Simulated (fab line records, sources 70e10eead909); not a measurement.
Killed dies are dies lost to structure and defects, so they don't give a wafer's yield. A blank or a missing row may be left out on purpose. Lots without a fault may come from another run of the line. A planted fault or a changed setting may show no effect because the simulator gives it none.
fab line records | flow nand_harc
record lots=13 wafers=36 last_day=33
route steps=1302 shown A_SIN_REMOVE@951 A_WL_FILL@967 END@1302
lots that met no fault: from a run of the same line without faults
start_h: hours from the record's first day to the start of the lot's first wafer shown | wait_h: hours since the lot's step before | " the same as in the row above | L1.1+2: a row that stands for several wafers | - no value, or no start given | * or withheld: withheld | < > ~ a bound
route shown NAME@n: a module of which the file shows steps, and the number in the route of the first | usual: mean/standard deviation of fault-free wafers | same: alike in all rows | chamber/n: place in a boat | sites: the reading at each site | _std_site: their standard deviation | _edge_site: outer sites' mean less inner sites' | radius_mm: how far each site lies from the wafer's centre | mask NAME#n: copy n | behind: the tool/chamber that last shaped the wafer | hold: why the lot was held/for how many hours/how that ended | device: the transistor (n, p or np) that didn't switch | end of line: the same wafers' tests at the end of the route | a step without rows: its recipe alone | killed: dies lost to structure and defects at the first sort, not the wafer's yield | map: a wafer's dies, x killed, . not, _ none there
set.NAME: the setting as run; set.NAME@STEP: as run at that earlier step | model.NAME: the simulator's own value behind a step, which no gauge read
steps of the route over a sample of lots; a table a step, a row a wafer
services: from which hour (start_h, from the record's first day; less than 0 if before it) a tool's chamber was out of use, for how many hours, and why
## steps
# step NHARC_A_SIN_REMOVE_INSPECT_04
# usual raw_defect_count=399/98
# columns lot.wafer tool chamber start_h wait_h raw_defect_count
L834.4 defect_inspect-01 - 476.11 0.0 544
L834.5 " - " " 655
L834.6 " - " " 582
L835.1 defect_inspect-01 - 496.70 0.0 432
L835.5 " - " " 482
L835.6 " - " " 443
L838.4 defect_inspect-02 - 520.61 0.0 414
L838.5 " - " " 361
L838.6 " - " " 344
L840.1 defect_inspect-01 - 540.98 0.0 353
L840.4 " - " " 332
L840.5 " - " " 410
L839.1 defect_inspect-02 - 549.71 0.0 478
L839.4 " - " " 343
L839.5 " - " " 333
L841.2 defect_inspect-01 - 549.72 0.0 499
L841.3 " - " " 505
L841.6 " - " " 476
L842.1 defect_inspect-02 - 570.90 0.0 408
L842.5 " - " " 454
L842.6 " - " " 383
L843.2 defect_inspect-02 - 575.31 0.0 335
L843.3 " - " " 324
L843.6 " - " " 617
L844.1 defect_inspect-02 - 584.66 0.0 343
L844.3 " - " " 409
L844.5 " - " " 283
L847.2 defect_inspect-01 - 600.62 0.0 367
L847.4 " - " " 462
L847.5 " - " " 357
L848.2 defect_inspect-02 - 642.39 0.0 228
L848.6 " - " " 257
L851.2 defect_inspect-01 - 650.34 0.0 504
L855.2 defect_inspect-01 - 698.51 0.0 288
L855.3 " - " " 297
L855.5 " - " " 310
# step NHARC_A_WL_FILL_STRIP_29
# recipe time_s=20 o2_flow_sccm=500 ar_flow_sccm=0 bias_w=0 chemistry=O2
# usual drypump_motor_current_A=5.7/0.4 oes_product_au=1.002/0.011 rf_vpp_V=57.8/0.91 showerhead_plenum_p_Torr=3.52/0.14 throttle_valve_pct=17.036/0.0092
# columns lot.wafer tool chamber start_h wait_h drypump_motor_current_A oes_product_au rf_hours_counter_h rf_vpp_V showerhead_plenum_p_Torr throttle_valve_pct
L834.4 rie_diel-12 3 489.11 0.1 5.3 1.007 1.7 58.1 3.70 17.045
L834.6 " 2 " " 5.8 0.987 - 57.9 3.61 17.039
L834.5 " 3 " " 5.3 1.012 - 57.4 3.70 17.049
L835.1 rie_diel-05 0 509.43 0.1 5.5 1.008 2.8 58.4 3.32 17.041
L835.6 " 1 " " 5.7 0.998 - 58.9 3.46 17.041
L835.5 " 2 " " 5.6 1.007 - 57.4 3.75 17.027
L838.4 rie_diel-05 0 531.03 0.1 5.6 1.019 3.0 56.1 3.32 17.029
L838.6 " 0 " " 5.5 1.020 - 57.6 3.32 17.044
L838.5 " 1 " " 5.7 0.996 - 55.4 3.46 17.029
L840.1 rie_diel-05 2 552.80 0.1 5.5 0.997 4.6 58.8 3.75 17.036
L840.4 " 3 " " 5.8 1.018 4.3 57.6 3.61 17.038
L840.5 " 0 " " 5.5 1.007 - 56.8 3.32 17.046
L841.2 rie_diel-12 2 561.10 0.1 5.8 0.982 4.3 57.7 3.61 17.028
L841.3 " 3 " " 5.3 1.011 4.4 57.9 3.69 17.027
L841.6 " 2 " " 5.8 0.981 - 57.9 3.61 17.049
L839.4 rie_diel-03 0 561.49 0.1 5.8 0.980 2.5 59.2 3.70 17.040
L839.1 " 1 " " 5.5 0.992 2.6 57.3 3.42 17.030
L839.5 " 0 " " 5.7 0.993 - 58.9 3.70 17.044
L842.1 rie_diel-12 1 582.34 0.1 5.1 0.987 4.6 59.0 3.36 17.035
L842.5 " 1 " " 5.1 0.998 - 56.6 3.36 17.030
L842.6 " 2 " " 5.8 0.992 - 57.8 3.61 17.024
L843.2 rie_diel-03 1 587.57 0.1 5.5 0.989 3.3 56.8 3.42 17.031
L843.3 " 3 " " 5.7 0.998 3.0 57.3 3.57 17.034
L843.6 " 3 " " 5.7 0.996 - 59.1 3.57 17.015
L844.1 rie_diel-05 1 599.20 0.1 5.7 0.999 0.1 58.3 3.46 17.035
L844.3 " 3 " " 5.8 1.022 0.1 57.8 3.61 17.043
L844.5 " 1 " " 5.7 0.992 - 58.6 3.46 17.037
L847.2 rie_diel-05 0 612.20 0.1 5.5 0.999 0.3 58.2 3.32 17.039
L847.4 " 1 " " 5.8 0.996 0.4 57.0 3.46 17.028
L847.5 " 2 " " 5.6 1.004 - 57.4 3.75 17.042
L848.2 rie_diel-05 0 655.06 0.1 5.6 1.002 1.3 56.3 3.32 17.038
L848.6 " 1 " " 5.7 1.019 - 57.2 3.46 17.029
L851.2 rie_diel-03 1 665.93 0.1 5.5 0.994 0.4 58.8 3.42 17.042
L855.2 rie_diel-12 2 710.36 0.1 5.8 0.995 4.9 58.8 3.61 17.043
L855.3 " 0 " " 6.7 1.004 3.8 58.2 3.40 17.053
L855.5 " 1 " " 5.1 0.995 - 56.3 3.35 17.018
# step NHARC_A_WL_FILL_ETCHBACK_17
# recipe target_depth_a=40 time_s=26.7 chemistry=Cl2/BCl3
# usual drypump_motor_current_A=5.70/0.21 oes_product_au=1.008/0.0078 run_length_s=48.1/0.42
# columns lot.wafer tool chamber start_h wait_h drypump_motor_current_A oes_product_au rf_hours_counter_h run_length_s
L834.4 rie_metal-02 0 489.25 - 5.55 1.004 - 48.7
L834.6 " 1 " " 5.56 1.020 - 47.6
L834.5 " 0 " " 5.53 1.008 - 48.8
L835.1 rie_metal-03 0 509.51 - 5.94 1.007 2.7 48.3
L835.5 " 0 " " 5.95 0.998 - 47.9
L835.6 " 1 " " 5.92 1.009 - 47.6
L838.4 rie_metal-01 1 531.18 - 5.87 1.021 - 48.4
L838.5 " 0 " " 5.38 1.016 - 48.2
L838.6 " 1 " " 5.85 1.011 - 48.6
L840.1 rie_metal-02 1 552.89 - 5.56 1.023 1.6 47.4
L840.4 " 0 " " 5.52 1.017 - 48.4
L840.5 " 0 " " 5.57 1.013 - 48.8
L841.2 rie_metal-03 1 561.20 - 5.91 0.992 0.7 47.7
L841.3 " 0 " " 5.87 1.000 - 47.9
L841.6 " 1 " " 5.91 0.991 - 47.5
L839.1 rie_metal-01 0 561.59 - 5.40 1.010 2.5 48.1
L839.4 " 0 " " 5.38 0.998 - 48.4
L839.5 " 0 " " 5.39 1.004 - 48.1
L842.1 rie_metal-03 1 582.45 - 5.91 1.009 1.2 47.6
L842.6 " 0 " " 5.85 1.010 - 47.8
L842.5 " 1 " " 5.89 0.997 - 47.4
L843.2 rie_metal-02 1 587.66 - 5.59 1.019 2.3 47.4
L843.3 " 1 " " 5.54 1.020 - 47.4
L843.6 " 0 " " 5.56 1.016 - 48.3
L844.1 rie_metal-01 1 599.32 - 5.88 1.002 0.2 48.1
L844.3 " 0 " " 5.38 1.002 - 48.1
L844.5 " 1 " " 5.86 1.003 - 48.2
L847.2 rie_metal-01 0 612.31 - 5.38 1.016 0.5 48.6
L847.4 " 1 " " 5.88 1.012 - 48.7
L847.5 " 1 " " 5.92 1.018 - 48.6
L848.2 rie_metal-01 1 655.16 - 5.91 1.021 0.9 48.1
L848.6 " 1 " " 5.89 1.010 - 46.3
L851.2 rie_metal-01 0 666.03 - 5.36 1.003 1.3 48.5
L855.2 rie_metal-03 1 710.47 - 5.91 1.002 0 48.1
L855.3 " 0 " " 5.91 1.009 - 48.0
L855.5 " 0 " " 5.93 0.998 - 48.0
# step NHARC_A_WL_FILL_CMP_12
# recipe t_overpolish_s=30 target_thk_nm=100
# usual motor_current_A=11.8/1 overpolish_run_s=30.000/0.0084 time_to_endpoint_s=20/3.2
# columns lot.wafer tool chamber start_h wait_h motor_current_A overpolish_run_s time_to_endpoint_s
L834.4 cmp-01 2 495.05 0.2 10.4 29.995 21
L834.6 " 3 " " 11.5 29.997 17
L834.5 " 0 " " 12.7 29.999 23
L835.1 cmp-04 0 514.74 0.2 13.4 30.013 24
L835.5 " 3 " " 12.1 30.012 18
L835.6 " 0 " " 13.3 30.001 26
L838.4 cmp-02 3 536.89 0.1 12.9 29.988 16
L838.6 " 3 " " 12.2 30.002 16
L838.5 " 0 " " 11.7 30.000 24
L840.1 cmp-01 0 559.10 0.2 12.3 29.995 21
L840.4 " 1 " " 11.3 29.994 22
L840.5 " 0 " " 13.0 30.001 21
L839.1 cmp-01 2 567.07 0.2 10.0 29.995 21
L839.4 " 0 " " 12.5 29.994 23
L839.5 " 3 " " 11.6 30.005 20
L841.2 cmp-04 3 567.09 0.2 12.9 30.015 19
L841.3 " 0 " " 13.6 30.014 29
L841.6 " 2 " " 10.6 30.003 21
L842.1 cmp-02 0 588.36 0.2 11.5 30.013 21
L842.6 " 3 " " 12.7 29.977 17
L842.5 " 0 " " 11.0 29.984 22
L843.2 cmp-02 3 593.59 0.1 13.5 29.998 13
L843.3 " 0 " " 11.6 29.990 20
L843.6 " 0 " " 10.8 30.010 20
L844.1 cmp-02 2 605.12 0.2 11.2 30.010 23
L844.3 " 3 " " 12.7 29.988 15
L844.5 " 1 " " 12.8 30.017 17
L847.2 cmp-01 1 618.24 0.2 10.9 30.001 20
L847.4 " 2 " " 10.5 29.990 17
L847.5 " 0 " " 12.6 30.004 20
L848.2 cmp-02 0 659.87 0.2 11.2 29.999 24
L848.6 " 1 " " 12.9 30.001 17
L851.2 cmp-04 1 671.98 0.2 10.6 29.983 19
L855.2 cmp-04 3 716.41 0.1 13.3 29.997 13
L855.3 " 1 " " 11.5 30.009 17
L855.5 " 3 " " 13.8 30.004 14
# step NHARC_END_SORT_01
# recipe temp_c=25
# usual killed_at_array=59/20 killed_at_other=0.8/1.1 killed_at_periphery=5/3.1 killed_dies=64/21 killed_open=3.4/1.9 killed_short=2.3/1.7
# same gross_dies=677
# columns lot.wafer tool chamber start_h wait_h killed_at_array killed_at_other killed_at_periphery killed_dies killed_open killed_short
L839.1 prober-01 0 645.57 2.5 43 0 0 43 1 2
L839.4 prober-01 0 647.96 3.4 52 0 1 53 3 1
L839.5 prober-01 0 648.75 3.7 43 0 1 44 4 0
L843.2 prober-02 0 675.30 2.8 43 0 1 44 2 1
L843.3 prober-02 0 676.11 3.1 36 0 1 37 6 2
L843.6 prober-02 0 678.53 4.0 28 0 2 30 3 1
# killed by level:class
L839.1 A_CHANNEL_HOLE_D2:chamber_film_flake=32 A_CHANNEL_HOLE_D1:chamber_film_flake=3 A_WL_FILL:chamber_film_flake=2 A_CHANNEL_FILL_D1:geometric_particle:short=1 A_DECK1_JOINT:geometric_particle:short=1 A_CHANNEL_FILL_D2:geometric_particle:open=1 A_STAIRCASE:chamber_film_flake=1 A_SLIT:chamber_film_flake=1
L839.4 A_CHANNEL_HOLE_D2:chamber_film_flake=37 A_CHANNEL_HOLE_D1:chamber_film_flake=3 A_STAIRCASE:chamber_film_flake=3 A_SLIT:chamber_film_flake=3 A_CHANNEL_FILL_D1:geometric_particle:short=1 A_DECK1_JOINT:geometric_particle:open=1 A_WL_FILL:geometric_particle:open=1 A_CONTACT:geometric_particle:open=1
L839.5 A_CHANNEL_HOLE_D2:chamber_film_flake=29 A_CHANNEL_HOLE_D1:chamber_film_flake=6 A_STAIRCASE:chamber_film_flake=2 A_BONDPAD:chamber_film_flake=2 P_M1:geometric_particle:open=1 A_CHANNEL_FILL_D1:geometric_particle:open=1 A_CHANNEL_HOLE_D2:geometric_particle:open=1 A_WL_FILL:geometric_particle:open=1
L843.2 A_CHANNEL_HOLE_D2:chamber_film_flake=22 A_DECK1_JOINT:chamber_film_flake=3 A_STAIRCASE:chamber_film_flake=3 A_SLIT:chamber_film_flake=3 A_CHANNEL_HOLE_D1:chamber_film_flake=2 A_CHANNEL_FILL_D2:chamber_film_flake=2 A_CONTACT:chamber_film_flake=2 A_CHANNEL_FILL_D1:geometric_particle:open=1
L843.3 A_CHANNEL_HOLE_D2:chamber_film_flake=13 A_CHANNEL_HOLE_D1:chamber_film_flake=5 A_ONON_D2:geometric_particle:open=3 A_CONTACT:chamber_film_flake=3 A_WL_FILL:geometric_particle:short=2 A_STAIRCASE:chamber_film_flake=2 A_M1:chamber_film_flake=2 A_ONON_D1:geometric_particle:open=1
L843.6 A_CHANNEL_HOLE_D2:chamber_film_flake=7 A_CHANNEL_HOLE_D1:chamber_film_flake=6 A_STAIRCASE:chamber_film_flake=4 A_CONTACT:chamber_film_flake=4 A_M1:chamber_film_flake=2 P_M1:geometric_particle:open=1 A_WL_FILL:geometric_particle:short=1 A_BLC:geometric_particle:open=1
## services
# columns tool chamber start_h hours kind
cmp-01 - 467.75 0.5 repair
cmp-02 - 478.87 1.6 repair
cmp-01 - 479.62 4.0 pm
cmp-02 - 493.14 0.7 repair
cmp-01 - 500.44 1.1 repair
rie_diel-05 3 502.54 7.1 repair
rie_metal-03 - 519.00 9.0 pm
cmp-02 - 528.19 0.7 repair
cmp-02 - 530.33 4.0 pm
rie_metal-01 - 547.31 0.5 repair
cmp-02 - 573.74 2.4 repair
rie_metal-01 - 575.00 9.0 pm
cmp-01 - 577.77 4.0 pm
rie_diel-05 - 583.73 9.0 pm
cmp-02 - 585.33 2.5 repair
cmp-01 - 600.88 1.4 repair
rie_diel-12 - 622.40 9.0 pm
cmp-02 - 628.33 4.0 pm
rie_diel-12 0 631.63 20.0 repair
rie_metal-01 1 632.83 2.0 repair
cmp-02 - 642.16 2.1 repair
cmp-01 - 644.80 0.2 repair
rie_diel-05 1 687.90 3.7 repair
cmp-02 - 705.83 0.3 repair
## key
first_sign step=NHARC_A_WL_FILL_ETCHBACK_17 reading=run_length_s direction=down sigmas=4.3 usual=* struck=*
effect none on later readings
met_at NHARC_A_WL_FILL_ETCHBACK_17
struck_lots L848
struck_wafers L848.6
tester_left_out L848
not_acting_at NHARC_A_SIN_REMOVE_INSPECT_04,NHARC_A_WL_FILL_STRIP_29,NHARC_A_WL_FILL_CMP_12
onset_between 612.31 655.16
fault kind=process_parameter_drift tool=rie_metal-01 chamber=- onset_h=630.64 steps=NHARC_A_WL_FILL_ETCHBACK_17 channel=time_s offset=* shape=step end_h=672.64 scope=struck_wafers_only acts_in=* stated=*
# tester_left_out: of these lots the tester's yield and bins aren't shown, on N5 and GAA mostly nor the transistor test; their killed dies are dies lost to structure and defects alone, not to doping, threshold or leakage, so they don't give the yield
